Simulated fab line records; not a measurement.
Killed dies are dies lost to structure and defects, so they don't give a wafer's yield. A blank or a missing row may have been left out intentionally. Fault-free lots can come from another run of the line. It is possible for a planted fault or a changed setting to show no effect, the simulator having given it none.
Which tool did it? -- flow nandHarc -- 13 lots with 39 wafers sampled at 5 steps, on a route of 1159 steps

== WHAT EACH GAUGE READ, for each wafer ==
NHARC_THIN_TSV_CD_MEAS_33 targets a cd of 5000 nm. Usual: cdNm 5000.7 nm, standard deviation 1.9.
lot,measured,on,cdNm (nm),flag
L823,day 19 08:34,cdSem-03,5000.4 5002.2 4999.9,
L827,day 19 18:30,cdSem-02,4999.1 4999.0 5000.2,
L826,day 19 09:43,cdSem-01,4998.6 5000.4 5002.2,
L828,day 21 00:32,cdSem-03,4998.4 5000.2 4999.6,
L829,day 20 08:04,cdSem-01,5001.9 5003.6 5000.3,
L830,day 21 01:43,cdSem-01,5002.3 5002.0 5004.8,
L832,day 21 03:02,cdSem-01,5000.7 5003.6 5000.5,
L836,day 22 00:07,cdSem-03,5002.1 5002.8 5002.6,
L835,day 22 03:29,cdSem-01,5001.0 5001.2 4997.5,
L837,day 23 04:22,cdSem-02,5003.5 4998.7 4999.8,
L840,day 23 12:31,cdSem-02,5001.4 5000.4 5002.9,
L843,day 24 03:24,cdSem-02,5003.1 5000.1 5003.2,
L845,day 25 03:16,cdSem-03,5003.7 5002.8 4999.6,

NHARC_END_SORT_01. Usual: killedAtArray 27, standard deviation 11; killedAtOther 0.6, standard deviation 1; killedAtPeriphery 3.0, standard deviation 2.1; killedDies 31, standard deviation 12; killedOpen 3.2, standard deviation 1.7; killedShort 1.7, standard deviation 1.4.
lot,measured,on,killedAtArray,killedAtOther,killedAtPeriphery,killedDies,killedOpen,killedShort,flag
L835,day 22 16:02,prober-01,94 92 104,0 0 0,4 3 5,98 95 109,4 0 4,1 0 4,OFF
L837,day 23 12:03,prober-02,74 84 96,0 1 1,4 3 2,78 88 99,3 6 7,2 2 1,OFF
L840,day 23 22:05,prober-02,84 74 69,1 2 0,4 5 10,89 81 79,2 2 3,2 2 1,OFF

== TOOL THAT RAN EACH LOT (tool first, then ch and the chambers of the sampled wafers, then the start) ==
lot,NHARC_A_STAIRCASE_DEP_151,NHARC_THIN_TSV_DESCUM_14,NHARC_THIN_TSV_DESCUM_35
L823,"pecvd-03 ch 1,2, day 12 15:14","rieDiel-07 ch 0,1,3, day 19 02:47","rieDiel-07 ch 0,1,2, day 19 08:45"
L827,"pecvd-02 ch 0,2, day 13 00:46","rieDiel-07 ch 0,1,2, day 19 12:43","rieDiel-05 ch 0,2,3, day 19 18:40"
L826,"pecvd-03 ch 0,1, day 13 01:11","rieDiel-07 ch 0,2,3, day 19 03:58","rieDiel-13 ch 0,1,3, day 19 09:53"
L828,"pecvd-02 ch 1,2, day 14 04:28","rieDiel-13 ch 0,1,2, day 20 18:55","rieDiel-07 ch 1,3, day 21 00:41"
L829,"pecvd-04 ch 1,2, day 14 10:51","rieDiel-07 ch 0,1, day 20 02:04","rieDiel-05 ch 0,2,3, day 20 08:15"
L830,"pecvd-02 ch 0,1,2, day 14 19:13","rieDiel-05 ch 0,1,2, day 20 19:59","rieDiel-13 ch 1,2,3, day 21 01:54"
L832,"pecvd-02 ch 1,2, day 14 19:29","rieDiel-13 ch 0,1,2, day 20 21:02","rieDiel-05 ch 0,1,3, day 21 03:13"
L836,"pecvd-02 ch 0,1,2, day 15 18:07","rieDiel-05 ch 0,1,2, day 21 18:05","rieDiel-07 ch 0,1,2, day 22 00:17"
L835,"pecvd-02 ch 1,2, day 16 00:43","rieDiel-07 ch 0,3, day 21 21:28","rieDiel-05 ch 1,2, day 22 03:39"
L837,"pecvd-02 ch 0,1,2, day 16 08:28","rieDiel-13 ch 0,1, day 22 22:37","rieDiel-05 ch 0,1,2, day 23 04:32"
L840,"pecvd-02 ch 0,1,2, day 17 01:04","rieDiel-13 ch 2,3, day 23 06:53","rieDiel-07 ch 1,2, day 23 12:40"
L843,"pecvd-04 ch 0,1,2, day 17 17:26","rieDiel-13 ch 0,1,2, day 23 21:38","rieDiel-13 ch 0,1,2, day 24 03:34"
L845,"pecvd-03 ch 0,1,2, day 18 21:29","rieDiel-05 ch 0,3, day 24 21:38","rieDiel-07 ch 2,3, day 25 03:27"
- NHARC_A_STAIRCASE_DEP_151: deposits SiO2, target thk 3800 nm.
- NHARC_THIN_TSV_DESCUM_14: chemistry O2, time 3 s.
- NHARC_THIN_TSV_DESCUM_35: chemistry O2, time 3 s.

== WHAT THE TOOLS THEMSELVES READ (means of the sampled wafers that have a number; where no wafer has one, the mark that the record gives instead) ==
NHARC_A_STAIRCASE_DEP_151. Usual: heaterPowerW 603 W, standard deviation 76.
lot,tool,heaterPowerW (W),flag
L823,pecvd-03,552,
L827,pecvd-02,561,
L826,pecvd-03,603,
L828,pecvd-02,551,
L829,pecvd-04,590,
L830,pecvd-02,563,
L832,pecvd-02,576,
L836,pecvd-02,551,
L835,pecvd-02,609,
L837,pecvd-02,604,
L840,pecvd-02,604,
L843,pecvd-04,643,
L845,pecvd-03,619,

NHARC_THIN_TSV_DESCUM_14. Usual: drypumpMotorCurrentA 5.6 A, standard deviation 0.39; oesProductAu 0.999 a.u., standard deviation 0.0088; rfVppV 57.6 V, standard deviation 0.91; showerheadPlenumPTorr 1.88 Torr, standard deviation 0.091; throttleValvePct 11.311 %, standard deviation 0.0091.
lot,tool,drypumpMotorCurrentA (A),oesProductAu (a.u.),rfVppV (V),showerheadPlenumPTorr (Torr),throttleValvePct (%),flag
L823,rieDiel-07,5.7,1.003,58.2,1.85,11.306,
L827,rieDiel-07,5.5,0.999,57.1,1.84,11.309,
L826,rieDiel-07,5.5,1.004,57.5,1.83,11.303,
L828,rieDiel-13,5.7,0.990,57.7,1.84,11.316,
L829,rieDiel-07,5.7,0.998,57.5,1.86,11.309,
L830,rieDiel-05,5.8,0.997,56.9,1.91,11.314,
L832,rieDiel-13,5.7,0.995,57.0,1.84,11.314,
L836,rieDiel-05,5.8,1.002,57.7,1.91,11.301,
L835,rieDiel-07,5.7,0.991,57.1,1.84,11.325,
L837,rieDiel-13,5.6,0.988,58.2,1.84,11.309,
L840,rieDiel-13,5.6,0.995,58.0,1.87,11.314,
L843,rieDiel-13,5.7,1.001,57.4,1.83,11.314,
L845,rieDiel-05,6.0,1.009,58.0,1.95,11.309,

NHARC_THIN_TSV_DESCUM_35. Usual: drypumpMotorCurrentA 5.7 A, standard deviation 0.43; oesProductAu 1.001 a.u., standard deviation 0.0086; rfVppV 57.7 V, standard deviation 0.89; showerheadPlenumPTorr 1.90 Torr, standard deviation 0.099; throttleValvePct 11.311 %, standard deviation 0.0088.
lot,tool,drypumpMotorCurrentA (A),oesProductAu (a.u.),rfVppV (V),showerheadPlenumPTorr (Torr),throttleValvePct (%),flag
L823,rieDiel-07,5.5,1.003,57.5,1.84,11.308,
L827,rieDiel-05,6.0,1.001,58.3,1.95,11.311,
L826,rieDiel-13,5.5,0.997,58.4,1.92,11.308,
L828,rieDiel-07,5.8,0.999,57.6,1.88,11.317,
L829,rieDiel-05,6.0,1.003,58.4,1.95,11.312,
L830,rieDiel-13,5.6,1.003,58.3,1.92,11.294,
L832,rieDiel-05,5.8,1.009,57.7,1.92,11.318,
L836,rieDiel-07,5.5,1.003,57.8,1.84,11.312,
L835,rieDiel-05,6.2,0.999,58.0,1.99,11.306,
L837,rieDiel-05,5.8,1.001,57.8,1.91,11.322,
L840,rieDiel-07,5.3,1.006,57.5,1.85,11.323,
L843,rieDiel-13,5.7,1.000,56.6,1.83,11.309,
L845,rieDiel-07,5.3,1.008,57.7,1.84,11.317,

== THE ANSWER, worked out from the rows above alone ==
Rule: take the mean of a lot's wafers that have a number; if it is more than 3 standard deviations from the usual mean, the lot is off. Also off: a lot with no number at a reading for which 4 or more lots have one. Where the step has rows for the other lots, those lots are counted as sound. First the gauges in route order, then the tools' own readings, where a lot's mean is used as printed above. The first step at which some lot is off is used, and at that step the reading that is off furthest; a lot without a number counts as furthest.
Off: L835, L837, L840, at NHARC_END_SORT_01 (killedAtArray). Neither off nor sound, because the step has no rows for them: L823, L827, L826, L828, L829, L830, L832, L836, L843, L845.
If a tool, at a process step before that reading, ran all the lots that are off and no sound lot after the first of them, it fits. The gauges at NHARC_END_SORT_01 are tried like those tools. One fits: NHARC_A_STAIRCASE_DEP_151 on pecvd-02. It ran no sound lot before its first lot that is off in this sample, so the start can't be narrowed down.

== WHAT THE SIMULATOR HAD INSERTED ==
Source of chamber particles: pecvd-02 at NHARC_A_STAIRCASE_DEP_151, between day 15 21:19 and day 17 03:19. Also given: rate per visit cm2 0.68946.
Lots struck among those shown: L835, L837, L840. This agrees with what the rule above found.
